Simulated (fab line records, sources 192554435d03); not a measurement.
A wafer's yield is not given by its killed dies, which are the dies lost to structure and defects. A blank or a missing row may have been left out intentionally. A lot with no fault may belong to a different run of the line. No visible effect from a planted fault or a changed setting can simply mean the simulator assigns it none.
Chamber matching :: flow n5Finfet :: N5_BEOL_M11_CVD_75 on cvdCo-01: 3 sister chambers
The step deposits Co from CCTBA/H2, target thk 2 nm, time 138.9 s. 3 wafers are shown with their chamber, then 6 later ones without.

EACH WAFER AND ITS CHAMBER
wafer: L325.2
chamber: 0
runLengthS (s): 161.4

wafer: L343.3
chamber: 2
runLengthS (s): 163.0

wafer: L343.5
chamber: 1
runLengthS (s): 161.6

WAFERS WITH NO CHAMBER GIVEN
wafer: L341.1
runLengthS (s): 162.4

wafer: L341.4
runLengthS (s): 161.1

wafer: L341.5
runLengthS (s): 161.4

wafer: L344.1
runLengthS (s): 162.2

wafer: L344.2
runLengthS (s): 161.8

wafer: L344.3
runLengthS (s): 161.5

THE CHAMBER EACH PASSED THROUGH
wafer: L341.1
from the rows above: can't be placed: 2 or 1 or 0
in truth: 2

wafer: L341.4
from the rows above: can't be placed: 0 or 1
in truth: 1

wafer: L341.5
from the rows above: can't be placed: 0 or 1
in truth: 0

wafer: L344.1
from the rows above: can't be placed: 1 or 0 or 2
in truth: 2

wafer: L344.2
from the rows above: can't be placed: 1 or 0
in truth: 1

wafer: L344.3
from the rows above: can't be placed: 0 or 1
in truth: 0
0 of 6 placed correctly. Cannot be placed on the basis of these rows: 6; the candidates contain the true chamber in 6. Placed wrongly: 0.
How it was worked out, from the rows above alone: a wafer's distance from a chamber is the root of the sum, over the readings, of the square of ((its reading less the chamber's mean) divided by the reading's scatter). The wafer belongs to the nearest chamber; if the next one is less than 2 further off, it can't be placed. A chamber's mean is the mean of its shown wafers. The scatter: root of mean squared gap, hidden wafer to nearest shown wafer, with one shown wafer a chamber.
